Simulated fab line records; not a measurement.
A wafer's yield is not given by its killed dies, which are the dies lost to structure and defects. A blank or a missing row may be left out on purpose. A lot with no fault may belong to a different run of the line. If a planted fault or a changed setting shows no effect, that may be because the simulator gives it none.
Chamber matching ; flow nand_harc ; pecvd-03 running NHARC_A_CONTACT_DEP_24: 3 sister chambers
The step deposits SiO2, target thk 500 nm. 3 wafers are shown with their chamber, then 7 later ones without.

== EACH WAFER AND ITS CHAMBER ==
wafer;chamber;heater_power_w (W)
L507.4;0;823
L515.1;1;542
L515.2;2;564

== WAFERS WITH NO CHAMBER GIVEN ==
wafer;heater_power_w (W)
L515.4;731
L514.1;520
L514.3;577
L514.6;876
L520.1;498
L520.4;514
L520.5;495

== EACH ONE'S CHAMBER ==
wafer;from the rows above;in truth
L515.4;can't be placed: 0 or 2 or 1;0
L514.1;can't be placed: 1 or 2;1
L514.3;can't be placed: 2 or 1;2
L514.6;0;0
L520.1;can't be placed: 1 or 2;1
L520.4;can't be placed: 1 or 2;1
L520.5;can't be placed: 1 or 2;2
Placed correctly: 1 of 7. These rows do not allow placing 6 (true chamber among the candidates in 6). 0 placed wrongly.
How it was worked out, from the rows above alone: a wafer's distance from a chamber is the root of the sum, over the readings, of the square of ((its reading less the chamber's mean) divided by the reading's scatter). The wafer belongs to the nearest chamber; if the next one is less than 2 further off, it can't be placed. For every chamber, the mean is computed from those of its wafers that are shown. The scatter: with one shown wafer a chamber, the root of the mean of the squares of how far each hidden wafer lies from its nearest shown one.
